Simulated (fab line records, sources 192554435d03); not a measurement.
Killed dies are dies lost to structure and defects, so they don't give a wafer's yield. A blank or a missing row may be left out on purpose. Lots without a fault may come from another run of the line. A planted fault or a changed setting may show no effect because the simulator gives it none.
A struck lot beside a sound one | flow n5_finfet | 34 steps out of a route of 1938
Sound: wafers L449.1, L449.3, L449.5. Struck: wafers L437.1, L437.6. (L437.2 of the same lot was not struck and is left out.) The cause comes at the end.
At each step with rows: each side's tool, then ch and its chambers, then its first start. Under that, the readings that differ: sound wafers | struck wafers | difference of the means | sigmas: that difference in standard deviations of wafers without a fault.
alike: readings whose means differ by less than 2 such deviations, and words and numbers that are the same on both sides. not compared: withheld readings, readings that some wafer has no value for, bounds like >300 that may hide the same value, and numbers for which the record gives no deviation and whose values overlap.
The two part at a step that has a row with sigmas, a row that says differs or no value, or rows on one side only. Numbers that don't overlap but have no deviation are shown without sigmas and don't part them. A reading that every wafer of one side lacks parts them only if that side has two wafers or more.

first, 9 steps without rows for these wafers: N5_BEOL_M10_EXPOSE_25 (exposes mask V9); N5_BEOL_M10_PEB_26 (peb time 60 s); N5_BEOL_M10_DEVELOP_27 (develop time 30 s); N5_BEOL_M10_DESCUM_33 (chemistry O2, time 7.9 s); N5_BEOL_M10_ETCH_65 (etches SiARC in CF4, target depth 39 nm, time 65 s); N5_BEOL_M10_ETCH_66 (etches SOC in N2/H2, target depth 120 nm, overetch 24 nm, time 180 s); N5_BEOL_M10_STRIP_69 (strips in N2/H2); N5_BEOL_M10_VIA_ETCH_34 (etches SiCOH lowk in C4F6/O2, target depth 184.5 nm, time 69.2 s); N5_BEOL_M10_STRIP_73 (strips in C4F6/O2).
N5_BEOL_M10_STRIP_36: strips in N2/H2.
  sound on rie_diel-03 ch 0,3, day 16 03:55; struck on rie_diel-03 ch 2, day 12 11:29
  reading                         | sound          | struck    | difference | sigmas
  showerhead_plenum_p_Torr (Torr) | 2.45 2.59 2.45 | 2.68 2.68 | +0.18      | +2
  alike: chamber_pressure_mTorr, drypump_motor_current_A, oes_product_au, rf_vpp_V, temp_c, throttle_valve_pct
  not compared: rf_hours_counter_h
then, 23 steps without rows for these wafers: N5_BEOL_M10_TRENCH_ETCH_37 (etches SiCOH lowk in C4F6/O2, target depth 148.83 nm, time 48 s); N5_BEOL_M10_ETCH_41 (etches SiCN in CH3F/O2, target depth 42.6 nm, time 86 s); N5_BEOL_M10_STRIP_77 (strips in N2/H2, time 10 s); N5_BEOL_M10_HM_STRIP_39 (strips TiN in peroxide tin strip, target depth 25 nm, time 158 s); N5_BEOL_M10_SRD_40 (time 30 s); N5_BEOL_M10_PRECLEAN_42 (cleans in residue remover, time 60 s); N5_BEOL_M10_SRD_43 (time 30 s); N5_BEOL_M10_CURE_72 (cures SiCOH lowk, time 120 s); N5_BEOL_M10_DEGAS_44 (time 60 s); N5_BEOL_M10_PRE_CLEAN_45 (time 30 s); N5_BEOL_M10_ALD_74 (deposits TaN, target thk 2 nm, pulse time 2 s, purge time 3 s); N5_BEOL_M10_SURFACE_TREAT_76; N5_BEOL_M10_CVD_75 (deposits Co from CCTBA/H2, target thk 2 nm, time 138.9 s); N5_BEOL_M10_SPUTTER_48 (material Cu, target thk 12 nm, time 2 s); N5_BEOL_M10_ECD_50 (material Cu, target thk 318 nm); N5_BEOL_M10_ANNEAL_51 (time 90 s); N5_BEOL_M10_CMP_52 (polishes, stops on SiCOH lowk, t overpolish 7 s, target thk 140 nm); N5_BEOL_M10_PRE_CLEAN_55 (time 15 s); N5_BEOL_M10_DEP_56 (deposits SiCN from 3MS/NH3, target thk 15 nm, time 26.5 s); N5_BEOL_M11_ILD_DEP_00 (deposits SiCOH lowk from DEMS/porogen, target thk 308.51 nm, time 58 s); N5_BEOL_M11_CURE_71 (cures SiCOH lowk, time 240 s); N5_BEOL_M11_PECVD_70 (deposits SiO2 from TEOS/O2, target thk 20 nm, time 22.7 s); N5_BEOL_M11_HM_DEP_02 (deposits TiN, target thk 20 nm).
-- the record jumps here: 2 days lie between the struck wafers' starts before and after (it left off in module BEOL_M11 and takes up again in module PASSIVATION, whose first step shown is number 1936 of the route) --
N5_PASSIVATION_PROBE_49:
  the record has rows for the struck wafers here (prober-02, day 14 16:00) and none for the sound ones

WHERE THEY PART
First at N5_BEOL_M10_STRIP_36; last, within this record, at N5_PASSIVATION_PROBE_49.

WHY: what the simulator had put in
Chamber particle source: rie_diel-03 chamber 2, from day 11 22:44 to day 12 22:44, at N5_BEOL_M10_STRIP_36. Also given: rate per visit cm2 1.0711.
